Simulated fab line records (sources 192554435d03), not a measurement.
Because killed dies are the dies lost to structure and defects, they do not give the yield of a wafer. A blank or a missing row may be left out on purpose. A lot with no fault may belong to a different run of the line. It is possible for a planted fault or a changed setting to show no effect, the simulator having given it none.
Matching of chambers + flow n5Finfet + rieDiel-04 running N5_HKMG_FIN_STRIP_89: 4 sister chambers
The step strips SOC in N2/H2, time 20 s. 27 wafers are shown with their chamber, then 12 later ones without.

WAFERS PAIRED WITH THEIR CHAMBERS
| wafer  | chamber | drypumpMotorCurrentA (A) | throttleValvePct (%) | showerheadPlenumPTorr (Torr) |
|--------|---------|--------------------------|----------------------|------------------------------|
| L074.1 | 2       | 6.6                      | 19.5                 | 3.19                         |
| L074.2 | 0       | 5.6                      | 19.4                 | 3.34                         |
| L074.3 | 1       | 5.6                      | 19.5                 | 3.35                         |
| L075.1 | 0       | 5.6                      | 19.4                 | 3.34                         |
| L075.2 | 1       | 5.6                      | 19.5                 | 3.35                         |
| L075.4 | 3       | 5.6                      | 18.8                 | 3.22                         |
| L078.1 | 1       | 5.6                      | 19.5                 | 3.34                         |
| L078.2 | 3       | 5.6                      | 18.8                 | 3.22                         |
| L078.3 | 2       | 6.5                      | 19.5                 | 3.19                         |
| L079.1 | 3       | 5.6                      | 18.8                 | 3.21                         |
| L079.2 | 0       | 5.6                      | 19.4                 | 3.33                         |
| L079.3 | 2       | 6.6                      | 19.5                 | 3.19                         |
| L080.2 | 2       | 6.5                      | 19.5                 | 3.19                         |
| L080.5 | 2       | 6.5                      | 19.5                 | 3.19                         |
| L080.6 | 1       | 5.6                      | 19.5                 | 3.34                         |
| L081.1 | 0       | 5.6                      | 19.4                 | 3.33                         |
| L081.2 | 1       | 5.6                      | 19.5                 | 3.34                         |
| L081.6 | 0       | 5.6                      | 19.4                 | 3.33                         |
| L084.1 | 1       | 5.6                      | 19.5                 | 3.33                         |
| L084.3 | 3       | 5.7                      | 18.8                 | 3.21                         |
| L084.6 | 0       | 5.6                      | 19.4                 | 3.32                         |
| L087.3 | 1       | 5.6                      | 19.5                 | 3.33                         |
| L087.5 | 0       | 5.6                      | 19.4                 | 3.32                         |
| L087.6 | 3       | 5.7                      | 18.9                 | 3.20                         |
| L088.1 | 3       | 5.6                      | 18.9                 | 3.20                         |
| L088.3 | 0       | 5.6                      | 19.4                 | 3.32                         |
| L088.4 | 2       | 6.5                      | 19.1                 | 3.59                         |

SIGNATURES, as means of the wafers listed above
| reading               | chamber 0 | chamber 1 | chamber 2 | chamber 3 | scatter within a chamber |
|-----------------------|-----------|-----------|-----------|-----------|--------------------------|
| drypumpMotorCurrentA  | 5.600     | 5.600     | 6.533     | 5.633     | 0.0341                   |
| throttleValvePct      | 19.400    | 19.500    | 19.433    | 18.833    | 0.0799                   |
| showerheadPlenumPTorr | 3.3287    | 3.3400    | 3.2567    | 3.2100    | 0.0765                   |
Rule: for each reading, subtract the chamber's mean from the wafer's reading, divide by that reading's scatter and square the result; add these up over the readings and take the root, which gives the wafer's distance from the chamber. The wafer belongs to the nearest chamber; if the next one is less than 2 further off, it can't be placed. The scatter is the square root of a quotient: the sum, over the shown wafers, of each reading's squared deviation from its chamber's mean, divided by wafers minus chambers.

WAFERS WITHOUT THEIR CHAMBER
| wafer  | drypumpMotorCurrentA (A) | throttleValvePct (%) | showerheadPlenumPTorr (Torr) |
|--------|--------------------------|----------------------|------------------------------|
| L094.2 | 5.6                      | 19.5                 | 3.33                         |
| L094.4 | 5.6                      | 19.5                 | 3.31                         |
| L094.6 | 6.5                      | 19.2                 | 3.58                         |
| L095.1 | 6.6                      | 19.2                 | 3.58                         |
| L095.2 | 5.6                      | 18.9                 | 3.20                         |
| L095.3 | 5.6                      | 19.5                 | 3.31                         |
| L095.4 | 5.6                      | 19.5                 | 3.32                         |
| L095.5 | 6.5                      | 19.2                 | 3.58                         |
| L095.6 | 5.6                      | 18.9                 | 3.20                         |
| L097.3 | 5.6                      | 19.5                 | 3.32                         |
| L097.4 | 5.6                      | 18.9                 | 3.19                         |
| L097.5 | 5.6                      | 19.5                 | 3.32                         |

THE CHAMBER EACH PASSED THROUGH
| wafer  | from the rows above     | in truth |
|--------|-------------------------|----------|
| L094.2 | can't be placed: 1 or 0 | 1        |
| L094.4 | can't be placed: 1 or 0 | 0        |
| L094.6 | 2                       | 2        |
| L095.1 | 2                       | 2        |
| L095.2 | 3                       | 3        |
| L095.3 | can't be placed: 1 or 0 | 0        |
| L095.4 | can't be placed: 1 or 0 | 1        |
| L095.5 | 2                       | 2        |
| L095.6 | 3                       | 3        |
| L097.3 | can't be placed: 1 or 0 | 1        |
| L097.4 | 3                       | 3        |
| L097.5 | can't be placed: 1 or 0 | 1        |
6 of 12 placed correctly. These rows do not allow placing 6 (true chamber among the candidates in 6). Placed wrongly: 0.
